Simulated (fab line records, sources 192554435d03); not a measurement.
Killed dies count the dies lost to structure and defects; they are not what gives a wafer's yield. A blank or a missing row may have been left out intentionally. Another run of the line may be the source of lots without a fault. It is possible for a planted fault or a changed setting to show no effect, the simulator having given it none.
Chamber matching || flow n5 finfet || cvd co-01 running N5_BEOL_M5_CO_CAP_78: 3 sister chambers
The step material Co, precursor CCTBA/H2, target thk 2 nm, time 102.1 s. 6 wafers are shown with their chamber, then 12 later ones without.

WAFERS PAIRED WITH THEIR CHAMBERS
{"wafer": "L088.2", "chamber": 2, "heater power w (W)": 242}
{"wafer": "L088.5", "chamber": 0, "heater power w (W)": 253}
{"wafer": "L088.6", "chamber": 1, "heater power w (W)": 204}
{"wafer": "L097.3", "chamber": 1, "heater power w (W)": 204}
{"wafer": "L097.4", "chamber": 0, "heater power w (W)": 255}
{"wafer": "L097.5", "chamber": 2, "heater power w (W)": 242}

WAFERS WITH NO CHAMBER GIVEN
{"wafer": "L091.1", "heater power w (W)": 260}
{"wafer": "L091.2", "heater power w (W)": 209}
{"wafer": "L091.3", "heater power w (W)": 240}
{"wafer": "L092.1", "heater power w (W)": 253}
{"wafer": "L092.2", "heater power w (W)": 202}
{"wafer": "L092.5", "heater power w (W)": 244}
{"wafer": "L094.1", "heater power w (W)": 206}
{"wafer": "L094.5", "heater power w (W)": 254}
{"wafer": "L094.6", "heater power w (W)": 243}
{"wafer": "L082.1", "heater power w (W)": 206}
{"wafer": "L082.3", "heater power w (W)": 248}
{"wafer": "L082.6", "heater power w (W)": 251}

THE CHAMBER EACH PASSED THROUGH
{"wafer": "L091.1", "from the rows above": 0, "in truth": 0}
{"wafer": "L091.2", "from the rows above": 1, "in truth": 1}
{"wafer": "L091.3", "from the rows above": 2, "in truth": 2}
{"wafer": "L092.1", "from the rows above": 0, "in truth": 0}
{"wafer": "L092.2", "from the rows above": 1, "in truth": 1}
{"wafer": "L092.5", "from the rows above": 2, "in truth": 2}
{"wafer": "L094.1", "from the rows above": 1, "in truth": 1}
{"wafer": "L094.5", "from the rows above": 0, "in truth": 0}
{"wafer": "L094.6", "from the rows above": 2, "in truth": 2}
{"wafer": "L082.1", "from the rows above": 1, "in truth": 1}
{"wafer": "L082.3", "from the rows above": "can't be placed: 0 or 2", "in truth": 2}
{"wafer": "L082.6", "from the rows above": 0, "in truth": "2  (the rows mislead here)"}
Placed correctly: 10 of 12. Not placeable from these rows: 1 (in 1, the candidates include the true chamber). Wrongly placed: 1.
How it was worked out, from the rows above alone: a wafer's distance from a chamber is the root of the sum, over the readings, of the square of ((its reading less the chamber's mean) divided by the reading's scatter). If the next closest chamber is less than 2 further off than the closest, the wafer can't be placed; otherwise it belongs to the closest. Each chamber's mean is taken over the wafers shown for it. The scatter: take each reading less its chamber's mean, square it, sum over the shown wafers, divide by the number of wafers less the number of chambers, and take the root.
